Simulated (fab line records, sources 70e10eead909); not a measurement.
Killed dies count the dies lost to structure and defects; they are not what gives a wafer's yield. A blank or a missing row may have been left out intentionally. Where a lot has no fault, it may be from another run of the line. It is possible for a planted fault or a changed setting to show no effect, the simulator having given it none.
The tool behind it: which one? / flow nand harc / 42 wafers from 14 lots sampled at 4 of the route's 1302 steps

## WHAT EACH GAUGE READ, for each wafer
No reading from a measuring or inspecting step in the record can be judged against a usual standard deviation.

## WHICH TOOL RAN EACH LOT (tool, then ch and the chambers of the sampled wafers, then the start)
lot=L479; NHARC_P_CONTACT_CMP_01=cmp-02 ch 0,1,2, day 6 00:31; NHARC_P_CONTACT_CMP_24=cmp-01 ch 0,1,2, day 6 04:11; NHARC_P_M0_ETCH_15=rie diel-04 ch 0,1,3, day 6 05:52; NHARC_P_M0_DEP_32=pecvd-02 ch 1,2, day 6 08:29
lot=L480; NHARC_P_CONTACT_CMP_01=cmp-01 ch 0,2, day 6 10:18; NHARC_P_CONTACT_CMP_24=cmp-03 ch 0,2,3, day 6 13:53; NHARC_P_M0_ETCH_15=rie diel-04 ch 0,2, day 6 15:34; NHARC_P_M0_DEP_32=pecvd-04 ch 0,1, day 6 18:00
lot=L481; NHARC_P_CONTACT_CMP_01=cmp-03 ch 0,2, day 7 00:00; NHARC_P_CONTACT_CMP_24=cmp-02 ch 0,1,3, day 7 03:49; NHARC_P_M0_ETCH_15=rie diel-13 ch 1,3, day 7 05:39; NHARC_P_M0_DEP_32=pecvd-04 ch 0,2, day 7 08:05
lot=L482; NHARC_P_CONTACT_CMP_01=cmp-02 ch 0,2,3, day 7 04:58; NHARC_P_CONTACT_CMP_24=cmp-01 ch 0,1, day 7 08:37; NHARC_P_M0_ETCH_15=rie diel-13 ch 1,2, day 7 10:09; NHARC_P_M0_DEP_32=pecvd-02 ch 0,2, day 7 12:38
lot=L484; NHARC_P_CONTACT_CMP_01=cmp-02 ch 1,2,3, day 7 23:48; NHARC_P_CONTACT_CMP_24=cmp-03 ch 1,2,3, day 8 03:56; NHARC_P_M0_ETCH_15=rie diel-04 ch 0,2,3, day 8 05:37; NHARC_P_M0_DEP_32=pecvd-01 ch 0,1,2, day 8 08:12
lot=L483; NHARC_P_CONTACT_CMP_01=cmp-02 ch 0,1,2, day 8 09:43; NHARC_P_CONTACT_CMP_24=cmp-03 ch 1,2,3, day 8 13:20; NHARC_P_M0_ETCH_15=rie diel-13 ch 0,1,3, day 8 14:52; NHARC_P_M0_DEP_32=pecvd-01 ch 0,1,2, day 8 17:22
lot=L485; NHARC_P_CONTACT_CMP_01=cmp-03 ch 0,1,3, day 8 18:02; NHARC_P_CONTACT_CMP_24=cmp-03 ch 0,2,3, day 8 21:39; NHARC_P_M0_ETCH_15=rie diel-04 ch 1,3, day 8 23:16; NHARC_P_M0_DEP_32=pecvd-01 ch 1,2, day 9 02:07
lot=L486; NHARC_P_CONTACT_CMP_01=cmp-01 ch 1,2,3, day 9 08:01; NHARC_P_CONTACT_CMP_24=cmp-03 ch 0,1,2, day 9 11:43; NHARC_P_M0_ETCH_15=rie diel-08 ch 1,2, day 9 13:16; NHARC_P_M0_DEP_32=pecvd-01 ch 0,1, day 9 15:43
lot=L487; NHARC_P_CONTACT_CMP_01=cmp-03 ch 0,3, day 9 10:37; NHARC_P_CONTACT_CMP_24=cmp-03 ch 1,3, day 9 14:21; NHARC_P_M0_ETCH_15=rie diel-13 ch 0,2,3, day 9 15:59; NHARC_P_M0_DEP_32=pecvd-04 ch 1,2, day 9 18:26
lot=L490; NHARC_P_CONTACT_CMP_01=cmp-03 ch 0,3, day 10 13:41; NHARC_P_CONTACT_CMP_24=cmp-03 ch 0,1,3, day 10 17:56; NHARC_P_M0_ETCH_15=rie diel-08 ch 0,3, day 10 19:33; NHARC_P_M0_DEP_32=pecvd-01 ch 0,1,2, day 10 22:02
lot=L498; NHARC_P_CONTACT_CMP_01=cmp-01 ch 0,1, day 13 15:19; NHARC_P_CONTACT_CMP_24=cmp-03 ch 0,2, day 13 19:03; NHARC_P_M0_ETCH_15=rie diel-04 ch 1,3, day 13 20:41; NHARC_P_M0_DEP_32=pecvd-04 ch 1,2, day 13 23:10
lot=L499; NHARC_P_CONTACT_CMP_01=cmp-03 ch 0,3, day 14 00:37; NHARC_P_CONTACT_CMP_24=cmp-01 ch 1,2, day 14 04:44; NHARC_P_M0_ETCH_15=rie diel-08 ch 1,2,3, day 14 06:25; NHARC_P_M0_DEP_32=pecvd-04 ch 0,1,2, day 14 08:53
lot=L501; NHARC_P_CONTACT_CMP_01=cmp-03 ch 0,1,3, day 15 06:07; NHARC_P_CONTACT_CMP_24=cmp-03 ch 0,2,3, day 15 09:50; NHARC_P_M0_ETCH_15=rie diel-08 ch 0,1,3, day 15 11:22; NHARC_P_M0_DEP_32=pecvd-04 ch 0,1, day 15 13:49
lot=L502; NHARC_P_CONTACT_CMP_01=cmp-01 ch 1,2,3, day 15 12:44; NHARC_P_CONTACT_CMP_24=cmp-01 ch 2,3, day 15 16:14; NHARC_P_M0_ETCH_15=rie diel-08 ch 0,2,3, day 15 17:55; NHARC_P_M0_DEP_32=pecvd-02 ch 0,1, day 15 20:22
- NHARC_P_CONTACT_CMP_01: polishes SiO2, target thk 200 nm.
- NHARC_P_CONTACT_CMP_24: polishes, t overpolish 30 s, target thk 200 nm.
- NHARC_P_M0_ETCH_15: etches the open film in C4F8/Ar, target depth 150 nm, overetch 15 nm, time 82.5 s.
- NHARC_P_M0_DEP_32: deposits SiCN, target thk 30 nm.

## WHAT THE TOOLS THEMSELVES READ (means of the sampled wafers that have a number; where no wafer has one, the mark that the record gives instead)
NHARC_P_CONTACT_CMP_01. Usual: 12.3 A for motor current A, sd 1.3.
lot=L479; tool=cmp-02; motor current A (A)=11.2; flag=
lot=L480; tool=cmp-01; motor current A (A)=11.9; flag=
lot=L481; tool=cmp-03; motor current A (A)=14.4; flag=
lot=L482; tool=cmp-02; motor current A (A)=11.7; flag=
lot=L484; tool=cmp-02; motor current A (A)=12.3; flag=
lot=L483; tool=cmp-02; motor current A (A)=11.5; flag=
lot=L485; tool=cmp-03; motor current A (A)=12.7; flag=
lot=L486; tool=cmp-01; motor current A (A)=11.7; flag=
lot=L487; tool=cmp-03; motor current A (A)=13.8; flag=
lot=L490; tool=cmp-03; motor current A (A)=13.3; flag=
lot=L498; tool=cmp-01; motor current A (A)=13.5; flag=
lot=L499; tool=cmp-03; motor current A (A)=14.1; flag=
lot=L501; tool=cmp-03; motor current A (A)=13.0; flag=
lot=L502; tool=cmp-01; motor current A (A)=11.6; flag=

NHARC_P_CONTACT_CMP_24. Usual: motor current A 12.2 A, standard deviation 1.4; overpolish run s 30.001 s, standard deviation 0.009; time to endpoint s 38.1 s, standard deviation 2.4.
lot=L479; tool=cmp-01; motor current A (A)=12.1; overpolish run s (s)=29.996; time to endpoint s (s)=36.6; flag=
lot=L480; tool=cmp-03; motor current A (A)=13.4; overpolish run s (s)=30.013; time to endpoint s (s)=36.2; flag=
lot=L481; tool=cmp-02; motor current A (A)=12.2; overpolish run s (s)=30.000; time to endpoint s (s)=40.0; flag=
lot=L482; tool=cmp-01; motor current A (A)=13.2; overpolish run s (s)=30.000; time to endpoint s (s)=38.4; flag=
lot=L484; tool=cmp-03; motor current A (A)=11.7; overpolish run s (s)=30.003; time to endpoint s (s)=38.3; flag=
lot=L483; tool=cmp-03; motor current A (A)=11.7; overpolish run s (s)=30.004; time to endpoint s (s)=37.6; flag=
lot=L485; tool=cmp-03; motor current A (A)=13.3; overpolish run s (s)=30.008; time to endpoint s (s)=38.1; flag=
lot=L486; tool=cmp-03; motor current A (A)=12.9; overpolish run s (s)=30.001; time to endpoint s (s)=36.3; flag=
lot=L487; tool=cmp-03; motor current A (A)=11.3; overpolish run s (s)=30.002; time to endpoint s (s)=36.1; flag=
lot=L490; tool=cmp-03; motor current A (A)=12.9; overpolish run s (s)=29.999; time to endpoint s (s)=34.3; flag=
lot=L498; tool=cmp-03; motor current A (A)=13.8; overpolish run s (s)=30.009; time to endpoint s (s)=38.1; flag=
lot=L499; tool=cmp-01; motor current A (A)=11.2; overpolish run s (s)=29.992; time to endpoint s (s)=38.3; flag=
lot=L501; tool=cmp-03; motor current A (A)=13.4; overpolish run s (s)=29.999; time to endpoint s (s)=37.9; flag=
lot=L502; tool=cmp-01; motor current A (A)=11.4; overpolish run s (s)=30.006; time to endpoint s (s)=39.7; flag=

NHARC_P_M0_ETCH_15. Usual: bias w 300.0 W, standard deviation 0.91; chamber pressure mTorr 25.001 mTorr, standard deviation 0.023; oes product au 0.955 a.u., standard deviation 0.023; rf vpp V 439.8 V, standard deviation 2.5.
lot=L479; tool=rie diel-04; bias w (W)=300.0; chamber pressure mTorr (mTorr)=24.997; oes product au (a.u.)=0.928; rf vpp V (V)=443.2; flag=
lot=L480; tool=rie diel-04; bias w (W)=299.9; chamber pressure mTorr (mTorr)=25.013; oes product au (a.u.)=0.926; rf vpp V (V)=442.1; flag=
lot=L481; tool=rie diel-13; bias w (W)=299.8; chamber pressure mTorr (mTorr)=25.001; oes product au (a.u.)=0.972; rf vpp V (V)=439.5; flag=
lot=L482; tool=rie diel-13; bias w (W)=299.8; chamber pressure mTorr (mTorr)=24.997; oes product au (a.u.)=0.973; rf vpp V (V)=438.3; flag=
lot=L484; tool=rie diel-04; bias w (W)=299.9; chamber pressure mTorr (mTorr)=25.018; oes product au (a.u.)=0.962; rf vpp V (V)=442.6; flag=
lot=L483; tool=rie diel-13; bias w (W)=299.9; chamber pressure mTorr (mTorr)=25.005; oes product au (a.u.)=0.971; rf vpp V (V)=438.0; flag=
lot=L485; tool=rie diel-04; bias w (W)=300.1; chamber pressure mTorr (mTorr)=25.013; oes product au (a.u.)=0.974; rf vpp V (V)=441.6; flag=
lot=L486; tool=rie diel-08; bias w (W)=299.2; chamber pressure mTorr (mTorr)=25.008; oes product au (a.u.)=0.967; rf vpp V (V)=441.1; flag=
lot=L487; tool=rie diel-13; bias w (W)=299.6; chamber pressure mTorr (mTorr)=24.998; oes product au (a.u.)=0.969; rf vpp V (V)=437.9; flag=
lot=L490; tool=rie diel-08; bias w (W)=300.5; chamber pressure mTorr (mTorr)=25.015; oes product au (a.u.)=0.970; rf vpp V (V)=438.8; flag=
lot=L498; tool=rie diel-04; bias w (W)=-; chamber pressure mTorr (mTorr)=-; oes product au (a.u.)=-; rf vpp V (V)=-; flag=OFF
lot=L499; tool=rie diel-08; bias w (W)=-; chamber pressure mTorr (mTorr)=-; oes product au (a.u.)=-; rf vpp V (V)=-; flag=OFF
lot=L501; tool=rie diel-08; bias w (W)=300.8; chamber pressure mTorr (mTorr)=24.999; oes product au (a.u.)=0.917; rf vpp V (V)=439.3; flag=
lot=L502; tool=rie diel-08; bias w (W)=300.1; chamber pressure mTorr (mTorr)=24.999; oes product au (a.u.)=0.970; rf vpp V (V)=438.8; flag=

NHARC_P_M0_DEP_32. Usual: 578 W for heater power w, sd 77.
lot=L479; tool=pecvd-02; heater power w (W)=525; flag=
lot=L480; tool=pecvd-04; heater power w (W)=541; flag=
lot=L481; tool=pecvd-04; heater power w (W)=630; flag=
lot=L482; tool=pecvd-02; heater power w (W)=593; flag=
lot=L484; tool=pecvd-01; heater power w (W)=610; flag=
lot=L483; tool=pecvd-01; heater power w (W)=637; flag=
lot=L485; tool=pecvd-01; heater power w (W)=628; flag=
lot=L486; tool=pecvd-01; heater power w (W)=672; flag=
lot=L487; tool=pecvd-04; heater power w (W)=568; flag=
lot=L490; tool=pecvd-01; heater power w (W)=601; flag=
lot=L498; tool=pecvd-04; heater power w (W)=615; flag=
lot=L499; tool=pecvd-04; heater power w (W)=581; flag=
lot=L501; tool=pecvd-04; heater power w (W)=533; flag=
lot=L502; tool=pecvd-02; heater power w (W)=553; flag=

## THE ANSWER, worked out from the rows above alone
Rule: a lot is off if the mean of its wafers that have a number lies more than 3 standard deviations from the usual mean. A lot without any number at a reading at which 4 lots or more have one is off too. Where the step has rows for the other lots, those lots are counted as sound. First the gauges in route order, then the tools' own readings, where a lot's mean is used as printed above. The first step at which some lot is off is used, and at that step the reading that is off furthest; a lot without a number counts as furthest.
Off: L498, L499, at NHARC_P_M0_ETCH_15 (bias w). Without a number there: L498, L499.
If a tool, at that step or one of the process steps before it, ran each lot that is off and ran no sound lot following the first of them, it fits. Not one of the candidates tried fits.

## WHAT THE SIMULATOR HAD INSERTED
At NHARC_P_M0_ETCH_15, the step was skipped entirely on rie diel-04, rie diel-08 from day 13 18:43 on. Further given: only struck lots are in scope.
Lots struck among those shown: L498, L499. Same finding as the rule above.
